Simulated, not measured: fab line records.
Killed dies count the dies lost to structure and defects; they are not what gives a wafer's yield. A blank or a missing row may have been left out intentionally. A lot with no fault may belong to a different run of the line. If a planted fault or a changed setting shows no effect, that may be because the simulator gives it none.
Which tool was responsible? + flow nandHarc + 23 lots, 69 wafers sampled, at 6 steps of a route of 1159

== WHAT THE GAUGES READ, wafer by wafer ==
Not one reading of a measure or inspect step in the record can be checked against a usual standard deviation.

== EACH LOT AND THE TOOL THAT RAN IT (in order: tool; ch and the chambers of the sampled wafers; start) ==
| lot  | NHARC_A_STAIRCASE_ETCH_170                   | NHARC_A_STAIRCASE_DESCUM_11       | NHARC_A_STAIRCASE_ETCH_15     | NHARC_A_STAIRCASE_TRIM_26     | NHARC_A_STAIRCASE_ETCH_223    | NHARC_A_STAIRCASE_TRIM_226    |
|------|----------------------------------------------|-----------------------------------|-------------------------------|-------------------------------|-------------------------------|-------------------------------|
| L074 | rieDiel-05 ch 0,1,3, day 11 04:01 or earlier | rieDiel-13 ch 1,2,3, day 11 04:01 | rieDiel-13 ch 0,2,3, no start | rieDiel-02 ch 1,2,3, no start | rieDiel-02 ch 0,1,2, no start | rieDiel-02 ch 1,2,3, no start |
| L075 | rieDiel-02 ch 0,2,3, day 11 06:08 or earlier | rieDiel-02 ch 1,2,3, day 11 06:08 | rieDiel-02 ch 0,1,2, no start | rieDiel-13 ch 0,1,3, no start | rieDiel-05 ch 1,2,3, no start | rieDiel-05 ch 0,2,3, no start |
| L077 | rieDiel-13 ch 0,1, day 11 08:05 or earlier   | rieDiel-05 ch 0,1,2, day 11 08:05 | rieDiel-05 ch 1,2,3, no start | rieDiel-05 ch 0,2, no start   | rieDiel-13 ch 1,3, no start   | rieDiel-13 ch 0,1, no start   |
| L076 | rieDiel-05 ch 0,1,2, day 11 11:25 or earlier | rieDiel-13 ch 0,1, day 11 11:25   | rieDiel-13 ch 0,2,3, no start | rieDiel-13 ch 1,2,3, no start | rieDiel-02 ch 0,2,3, no start | rieDiel-02 ch 0,1,3, no start |
| L079 | rieDiel-02 ch 1,2, day 11 11:35 or earlier   | rieDiel-02 ch 0,3, day 11 11:35   | rieDiel-02 ch 1,3, no start   | rieDiel-02 ch 0,2,3, no start | rieDiel-13 ch 2,3, no start   | rieDiel-13 ch 0,2, no start   |
| L078 | rieDiel-02 ch 1,2, day 11 17:02 or earlier   | rieDiel-05 ch 0,1,3, day 11 17:02 | rieDiel-05 ch 0,3, no start   | rieDiel-02 ch 2,3, no start   | rieDiel-13 ch 0,1,2, no start | rieDiel-13 ch 1,2,3, no start |
| L081 | rieDiel-02 ch 0,1,2, day 12 12:44 or earlier | rieDiel-02 ch 0,2,3, day 12 12:44 | rieDiel-02 ch 1,2,3, no start | rieDiel-02 ch 0,2,3, no start | rieDiel-13 ch 1,2,3, no start | rieDiel-13 ch 0,1,3, no start |
| L083 | rieDiel-05 ch 0,1,3, day 12 20:56 or earlier | rieDiel-05 ch 0,1,3, day 12 20:56 | rieDiel-05 ch 0,2,3, no start | rieDiel-05 ch 1,2,3, no start | rieDiel-13 ch 0,1,3, no start | rieDiel-13 ch 1,2,3, no start |
| L080 | rieDiel-02 ch 0,1,3, day 12 21:06 or earlier | rieDiel-02 ch 0,1,2, day 12 21:06 | rieDiel-02 ch 0,2,3, no start | rieDiel-02 ch 0,1,2, no start | rieDiel-05 ch 0,1,2, no start | rieDiel-05 ch 0,2,3, no start |
| L082 | rieDiel-05 ch 1,2,3, day 13 01:29 or earlier | rieDiel-13 ch 1,2, day 13 01:29   | rieDiel-13 ch 0,2,3, no start | rieDiel-02 ch 0,1,3, no start | rieDiel-05 ch 0,1,3, no start | rieDiel-05 ch 0,1,2, no start |
| L084 | rieDiel-13 ch 1,2,3, day 13 05:49 or earlier | rieDiel-13 ch 0,1,3, day 13 05:49 | rieDiel-13 ch 1,2,3, no start | rieDiel-02 ch 0,1,2, no start | rieDiel-02 ch 1,3, no start   | rieDiel-02 ch 1,2,3, no start |
| L089 | rieDiel-13 ch 0,1,2, day 13 23:14 or earlier | rieDiel-05 ch 2,3, day 13 23:14   | rieDiel-05 ch 0,1,2, no start | rieDiel-13 ch 0,2,3, no start | rieDiel-13 ch 1,2,3, no start | rieDiel-13 ch 0,1, no start   |
| L085 | rieDiel-13 ch 0,1,3, day 13 23:44 or earlier | rieDiel-02 ch 0,1,3, day 13 23:44 | rieDiel-02 ch 0,1,2, no start | rieDiel-02 ch 0,1,3, no start | rieDiel-05 ch 1,2,3, no start | rieDiel-05 ch 1,2,3, no start |
| L087 | rieDiel-13 ch 0,1,3, day 14 02:01 or earlier | rieDiel-13 ch 1,2,3, day 14 02:01 | rieDiel-13 ch 0,1, no start   | rieDiel-02 ch 0,1, no start   | rieDiel-02 ch 0,1,2, no start | rieDiel-02 ch 2,3, no start   |
| L086 | rieDiel-13 ch 1,3, day 14 02:19 or earlier   | rieDiel-05 ch 1,2,3, day 14 02:19 | rieDiel-05 ch 1,2, no start   | rieDiel-13 ch 2,3, no start   | rieDiel-02 ch 1,2,3, no start | rieDiel-02 ch 0,2,3, no start |
| L088 | rieDiel-05 ch 0,1,2, day 14 13:25 or earlier | rieDiel-13 ch 0,1,2, day 14 13:25 | rieDiel-13 ch 0,1,2, no start | rieDiel-02 ch 0,2,3, no start | rieDiel-05 ch 1,2,3, no start | rieDiel-05 ch 0,1,3, no start |
| L091 | rieDiel-05 ch 1,2,3, day 15 02:00 or earlier | rieDiel-02 ch 0,1,2, day 15 02:00 | rieDiel-02 ch 0,2,3, no start | rieDiel-02 ch 0,1,2, no start | rieDiel-02 ch 0,2, no start   | rieDiel-02 ch 0,2, no start   |
| L093 | rieDiel-02 ch 0,1, day 15 09:31 or earlier   | rieDiel-02 ch 0,2, day 15 09:31   | rieDiel-02 ch 0,2, no start   | rieDiel-13 ch 0,1,3, no start | rieDiel-13 ch 0,3, no start   | rieDiel-13 ch 0,2, no start   |
| L092 | rieDiel-13 ch 1,3, day 15 13:19 or earlier   | rieDiel-02 ch 0,1,2, day 15 13:19 | rieDiel-02 ch 0,1, no start   | rieDiel-02 ch 0,2, no start   | rieDiel-05 ch 0,1,2, no start | rieDiel-05 ch 1,2,3, no start |
| L094 | rieDiel-02 ch 0,1, day 15 13:40 or earlier   | rieDiel-05 ch 0,3, day 15 13:40   | rieDiel-05 ch 0,2,3, no start | rieDiel-05 ch 0,3, no start   | rieDiel-05 ch 0,3, no start   | rieDiel-05 ch 1,2, no start   |
| L096 | rieDiel-02 ch 1,2, day 15 23:08 or earlier   | rieDiel-13 ch 1,2, day 15 23:08   | rieDiel-13 ch 0,1,2, no start | rieDiel-02 ch 1,2, no start   | rieDiel-02 ch 0,1,3, no start | rieDiel-02 ch 1,2,3, no start |
| L095 | rieDiel-05 ch 0,2,3, day 15 23:19 or earlier | rieDiel-02 ch 0,1,3, day 15 23:19 | rieDiel-02 ch 0,1,3, no start | rieDiel-13 ch 0,1,3, no start | rieDiel-05 ch 1,2,3, no start | rieDiel-05 ch 0,2,3, no start |
| L097 | rieDiel-13 ch 0,1,3, day 16 11:49 or earlier | rieDiel-02 ch 0,3, day 16 11:49   | rieDiel-02 ch 1,2,3, no start | rieDiel-13 ch 0,2,3, no start | rieDiel-13 ch 2,3, no start   | rieDiel-13 ch 1,2,3, no start |
- NHARC_A_STAIRCASE_ETCH_170: etches the open film in C4F6/O2, target depth 200 nm, time 66.667 s.
- NHARC_A_STAIRCASE_DESCUM_11: chemistry O2, time 3 s.
- NHARC_A_STAIRCASE_ETCH_15: etches the open film in C4F8/O2, target depth 100 nm, time 40.5 s.
- NHARC_A_STAIRCASE_TRIM_26: chemistry O2, time 211.2 s.
- NHARC_A_STAIRCASE_ETCH_223: etches the open film in C4F8/O2, target depth 100 nm, time 40.5 s.
- NHARC_A_STAIRCASE_TRIM_226: chemistry O2, time 211.2 s.

== WHAT THE TOOLS THEMSELVES READ (means of the sampled wafers that have a number; where no wafer has one, the mark that the record gives instead) ==
NHARC_A_STAIRCASE_ETCH_170.
| lot  | tool       | drypumpMotorCurrentA (A) | oesProductAu (a.u.) | rfVppV (V) | showerheadPlenumPTorr (Torr) | throttleValvePct (%) |
|------|------------|--------------------------|---------------------|------------|------------------------------|----------------------|
| L074 | rieDiel-05 | 5.7                      | 0.965               | 546        | 3.91                         | 26.906               |
| L075 | rieDiel-02 | 5.6                      | 0.976               | 548        | 3.96                         | 26.905               |
| L077 | rieDiel-13 | 5.7                      | 0.945               | 545        | 3.85                         | 26.906               |
| L076 | rieDiel-05 | 5.9                      | 0.961               | 547        | 3.91                         | 26.903               |
| L079 | rieDiel-02 | 5.8                      | 0.974               | 549        | 4.04                         | 26.898               |
| L078 | rieDiel-02 | 5.4                      | 0.974               | 550        | 4.12                         | 26.897               |
| L081 | rieDiel-02 | 5.6                      | 0.978               | 549        | 4.06                         | 26.902               |
| L083 | rieDiel-05 | 5.8                      | 0.980               | 547        | 3.90                         | 26.911               |
| L080 | rieDiel-02 | 6.0                      | 0.944               | 546        | 3.87                         | 26.897               |
| L082 | rieDiel-05 | 5.5                      | 0.963               | 547        | 3.93                         | 26.905               |
| L084 | rieDiel-13 | 5.7                      | 0.963               | 544        | 3.79                         | 26.903               |
| L089 | rieDiel-13 | 5.6                      | 0.925               | 546        | 3.88                         | 26.900               |
| L085 | rieDiel-13 | 5.8                      | 0.983               | 544        | 3.75                         | 26.902               |
| L087 | rieDiel-13 | 5.8                      | 0.977               | 543        | 3.75                         | 26.907               |
| L086 | rieDiel-13 | 5.9                      | 0.963               | 541        | 3.67                         | 26.905               |
| L088 | rieDiel-05 | 5.9                      | 0.963               | 546        | 3.89                         | 26.912               |
| L091 | rieDiel-05 | 5.5                      | 0.935               | 547        | 3.92                         | 26.905               |
| L093 | rieDiel-02 | 5.8                      | 0.969               | 548        | 3.98                         | 26.896               |
| L092 | rieDiel-13 | 6.0                      | 0.973               | 541        | 3.66                         | 26.901               |
| L094 | rieDiel-02 | 5.9                      | 0.981               | 548        | 3.95                         | 26.905               |
| L096 | rieDiel-02 | 5.7                      | 0.973               | 548        | 4.01                         | 26.903               |
| L095 | rieDiel-05 | 5.8                      | 0.977               | 548        | 3.97                         | 26.905               |
| L097 | rieDiel-13 | 5.8                      | 0.967               | 543        | 3.74                         | 26.897               |

NHARC_A_STAIRCASE_DESCUM_11.
| lot  | tool       | drypumpMotorCurrentA (A) | oesProductAu (a.u.) | rfVppV (V) | showerheadPlenumPTorr (Torr) | throttleValvePct (%) |
|------|------------|--------------------------|---------------------|------------|------------------------------|----------------------|
| L074 | rieDiel-13 | 5.7                      | 0.984               | 57.3       | 1.85                         | 11.318               |
| L075 | rieDiel-02 | 5.8                      | 0.999               | 57.5       | 1.92                         | 11.309               |
| L077 | rieDiel-05 | 5.9                      | 0.989               | 58.4       | 1.90                         | 11.309               |
| L076 | rieDiel-13 | 5.7                      | 1.002               | 57.7       | 1.88                         | 11.307               |
| L079 | rieDiel-02 | 5.8                      | 0.996               | 57.6       | 1.90                         | 11.309               |
| L078 | rieDiel-05 | 5.7                      | 0.994               | 58.2       | 1.90                         | 11.309               |
| L081 | rieDiel-02 | 5.6                      | 0.998               | 58.1       | 1.93                         | 11.311               |
| L083 | rieDiel-05 | 5.7                      | 0.997               | 57.7       | 1.90                         | 11.314               |
| L080 | rieDiel-02 | 5.6                      | 1.003               | 57.5       | 1.98                         | 11.311               |
| L082 | rieDiel-13 | 5.5                      | 1.003               | 57.9       | 1.91                         | 11.314               |
| L084 | rieDiel-13 | 5.8                      | 0.992               | 57.5       | 1.82                         | 11.311               |
| L089 | rieDiel-05 | 5.5                      | 0.989               | 58.0       | 1.96                         | 11.314               |
| L085 | rieDiel-02 | 6.0                      | 0.997               | 58.1       | 1.88                         | 11.305               |
| L087 | rieDiel-13 | 5.7                      | 0.990               | 58.3       | 1.84                         | 11.316               |
| L086 | rieDiel-05 | 5.5                      | 0.983               | 57.3       | 1.92                         | 11.306               |
| L088 | rieDiel-13 | 5.6                      | 0.988               | 58.8       | 1.89                         | 11.301               |
| L091 | rieDiel-02 | 5.6                      | 1.002               | 58.0       | 1.98                         | 11.308               |
| L093 | rieDiel-02 | 5.4                      | 1.002               | 57.8       | 1.99                         | 11.306               |
| L092 | rieDiel-02 | 5.6                      | 1.001               | 57.4       | 1.97                         | 11.313               |
| L094 | rieDiel-05 | 5.6                      | 1.002               | 57.9       | 1.94                         | 11.317               |
| L096 | rieDiel-13 | 5.6                      | 0.979               | 58.2       | 1.84                         | 11.316               |
| L095 | rieDiel-02 | 6.0                      | 0.997               | 57.9       | 1.98                         | 11.315               |
| L097 | rieDiel-02 | 5.8                      | 1.004               | 57.4       | 1.99                         | 11.312               |

NHARC_A_STAIRCASE_ETCH_15.
| lot  | tool       | oesProductAu (a.u.) | rfVppV (V) |
|------|------------|---------------------|------------|
| L074 | rieDiel-13 | 0.944               | 894        |
| L075 | rieDiel-02 | 0.953               | 901        |
| L077 | rieDiel-05 | 0.928               | 897        |
| L076 | rieDiel-13 | 0.930               | 895        |
| L079 | rieDiel-02 | 0.932               | 889        |
| L078 | rieDiel-05 | 0.949               | 897        |
| L081 | rieDiel-02 | 0.939               | 897        |
| L083 | rieDiel-05 | 0.943               | 898        |
| L080 | rieDiel-02 | 0.938               | 897        |
| L082 | rieDiel-13 | 0.939               | 894        |
| L084 | rieDiel-13 | 0.950               | 891        |
| L089 | rieDiel-05 | 0.934               | 895        |
| L085 | rieDiel-02 | 0.928               | 899        |
| L087 | rieDiel-13 | 0.941               | 893        |
| L086 | rieDiel-05 | 0.927               | 892        |
| L088 | rieDiel-13 | 0.929               | 894        |
| L091 | rieDiel-02 | 0.954               | 903        |
| L093 | rieDiel-02 | 0.943               | 901        |
| L092 | rieDiel-02 | 0.942               | 896        |
| L094 | rieDiel-05 | 0.928               | 899        |
| L096 | rieDiel-13 | 0.929               | 894        |
| L095 | rieDiel-02 | 0.931               | 900        |
| L097 | rieDiel-02 | 0.938               | 901        |

NHARC_A_STAIRCASE_TRIM_26.
| lot  | tool       | drypumpMotorCurrentA (A) | oesProductAu (a.u.) | rfVppV (V) | showerheadPlenumPTorr (Torr) | throttleValvePct (%) |
|------|------------|--------------------------|---------------------|------------|------------------------------|----------------------|
| L074 | rieDiel-02 | 5.8                      | 0.997               | 57.2       | 3.54                         | 17.029               |
| L075 | rieDiel-13 | 5.8                      | 0.991               | 58.0       | 3.38                         | 17.032               |
| L077 | rieDiel-05 | 6.1                      | 0.993               | 57.5       | 3.57                         | 17.026               |
| L076 | rieDiel-13 | 5.7                      | 0.986               | 58.0       | 3.42                         | 17.032               |
| L079 | rieDiel-02 | 5.6                      | 1.006               | 58.4       | 3.56                         | 17.041               |
| L078 | rieDiel-02 | 5.9                      | 1.000               | 58.2       | 3.45                         | 17.031               |
| L081 | rieDiel-02 | 5.6                      | 0.995               | 57.2       | 3.55                         | 17.028               |
| L083 | rieDiel-05 | 5.5                      | 0.995               | 57.5       | 3.53                         | 17.039               |
| L080 | rieDiel-02 | 5.6                      | 1.000               | 57.7       | 3.65                         | 17.029               |
| L082 | rieDiel-02 | 6.0                      | 0.993               | 59.0       | 3.48                         | 17.036               |
| L084 | rieDiel-02 | 5.6                      | 0.991               | 57.6       | 3.65                         | 17.034               |
| L089 | rieDiel-13 | 5.7                      | 0.995               | 57.3       | 3.48                         | 17.036               |
| L085 | rieDiel-02 | 6.0                      | 0.980               | 57.6       | 3.47                         | 17.036               |
| L087 | rieDiel-02 | 5.8                      | 0.988               | 57.4       | 3.58                         | 17.043               |
| L086 | rieDiel-13 | 5.8                      | 0.996               | 57.2       | 3.40                         | 17.037               |
| L088 | rieDiel-02 | 5.6                      | 0.999               | 58.4       | 3.54                         | 17.041               |
| L091 | rieDiel-02 | 5.6                      | 1.004               | 58.1       | 3.64                         | 17.043               |
| L093 | rieDiel-13 | 5.8                      | 0.995               | 57.2       | 3.36                         | 17.043               |
| L092 | rieDiel-02 | 5.4                      | 1.004               | 57.7       | 3.66                         | 17.028               |
| L094 | rieDiel-05 | 5.7                      | 1.000               | 58.0       | 3.58                         | 17.034               |
| L096 | rieDiel-02 | 5.4                      | 1.000               | 57.7       | 3.68                         | 17.039               |
| L095 | rieDiel-13 | 5.8                      | 0.982               | 57.1       | 3.36                         | 17.032               |
| L097 | rieDiel-13 | 5.7                      | 0.996               | 57.9       | 3.47                         | 17.037               |

NHARC_A_STAIRCASE_ETCH_223.
| lot  | tool       | oesProductAu (a.u.) | rfVppV (V) |
|------|------------|---------------------|------------|
| L074 | rieDiel-02 | 0.941               | 899        |
| L075 | rieDiel-05 | 0.931               | 897        |
| L077 | rieDiel-13 | 0.921               | 887        |
| L076 | rieDiel-02 | 0.936               | 897        |
| L079 | rieDiel-13 | 0.930               | 896        |
| L078 | rieDiel-13 | 0.927               | 894        |
| L081 | rieDiel-13 | 0.949               | 891        |
| L083 | rieDiel-13 | 0.941               | 891        |
| L080 | rieDiel-05 | 0.943               | 895        |
| L082 | rieDiel-05 | 0.928               | 895        |
| L084 | rieDiel-02 | 0.941               | 890        |
| L089 | rieDiel-13 | 0.935               | 891        |
| L085 | rieDiel-05 | 0.921               | 895        |
| L087 | rieDiel-02 | 0.935               | 900        |
| L086 | rieDiel-02 | 0.936               | 896        |
| L088 | rieDiel-05 | 0.942               | 896        |
| L091 | rieDiel-02 | 0.937               | 902        |
| L093 | rieDiel-13 | 0.941               | 892        |
| L092 | rieDiel-05 | 0.943               | 895        |
| L094 | rieDiel-05 | 0.947               | 897        |
| L096 | rieDiel-02 | 0.942               | 901        |
| L095 | rieDiel-05 | 0.952               | 895        |
| L097 | rieDiel-13 | 0.927               | 894        |

NHARC_A_STAIRCASE_TRIM_226.
| lot  | tool       | drypumpMotorCurrentA (A) | oesProductAu (a.u.) | rfVppV (V) | showerheadPlenumPTorr (Torr) | throttleValvePct (%) |
|------|------------|--------------------------|---------------------|------------|------------------------------|----------------------|
| L074 | rieDiel-02 | 5.8                      | 1.003               | 57.8       | 3.54                         | 17.037               |
| L075 | rieDiel-05 | 5.8                      | 0.989               | 57.5       | 3.59                         | 17.033               |
| L077 | rieDiel-13 | 5.7                      | 0.982               | 57.1       | 3.38                         | 17.035               |
| L076 | rieDiel-02 | 6.0                      | 0.997               | 58.3       | 3.48                         | 17.037               |
| L079 | rieDiel-13 | 5.4                      | 1.001               | 57.8       | 3.60                         | 17.032               |
| L078 | rieDiel-13 | 5.7                      | 0.987               | 58.3       | 3.41                         | 17.036               |
| L081 | rieDiel-13 | 5.8                      | 0.989               | 57.2       | 3.37                         | 17.029               |
| L083 | rieDiel-13 | 5.7                      | 0.992               | 57.4       | 3.41                         | 17.039               |
| L080 | rieDiel-05 | 5.8                      | 0.994               | 57.9       | 3.59                         | 17.045               |
| L082 | rieDiel-05 | 5.9                      | 0.992               | 57.1       | 3.51                         | 17.041               |
| L084 | rieDiel-02 | 5.8                      | 1.004               | 57.6       | 3.53                         | 17.035               |
| L089 | rieDiel-13 | 5.7                      | 0.990               | 56.9       | 3.37                         | 17.033               |
| L085 | rieDiel-05 | 5.5                      | 0.992               | 57.9       | 3.52                         | 17.034               |
| L087 | rieDiel-02 | 5.9                      | 0.993               | 57.1       | 3.43                         | 17.030               |
| L086 | rieDiel-02 | 5.7                      | 0.996               | 57.7       | 3.54                         | 17.047               |
| L088 | rieDiel-05 | 5.7                      | 0.992               | 57.2       | 3.50                         | 17.031               |
| L091 | rieDiel-02 | 5.4                      | 1.006               | 58.2       | 3.66                         | 17.037               |
| L093 | rieDiel-13 | 5.4                      | 1.006               | 58.0       | 3.59                         | 17.034               |
| L092 | rieDiel-05 | 5.5                      | 1.004               | 57.0       | 3.52                         | 17.025               |
| L094 | rieDiel-05 | 5.7                      | 0.997               | 57.9       | 3.52                         | 17.033               |
| L096 | rieDiel-02 | 5.8                      | 1.006               | 58.4       | 3.70                         | 17.029               |
| L095 | rieDiel-05 | 5.8                      | 0.998               | 57.8       | 3.57                         | 17.036               |
| L097 | rieDiel-13 | 5.7                      | 0.994               | 57.7       | 3.39                         | 17.034               |

== THE ANSWER, worked out from the rows above alone ==
Rule: the usual values come from the lots themselves. Put in order of their means at a reading, lots are off if they are a third of the lots or fewer, leave a main group of 4 or more, and stand apart from it by a gap of 3 or more times the standard deviation of the main group's means; of several such gaps the widest counts. If all means in a main group match to the digits the tables above print for the reading, that group is not used. Also off: a lot with no number at a reading for which 4 or more lots have one. Any other lot the step has rows for is counted as sound. First the gauges in route order, then the tools' own readings, where a lot's mean is used as printed above. At the first step where some lot is off, the reading lying furthest off is the one used; lots without a number count as furthest.
No lot is off on any of the readings shown, so nothing can be concluded from this.

== WHAT THE SIMULATOR HAD PUT IN ==
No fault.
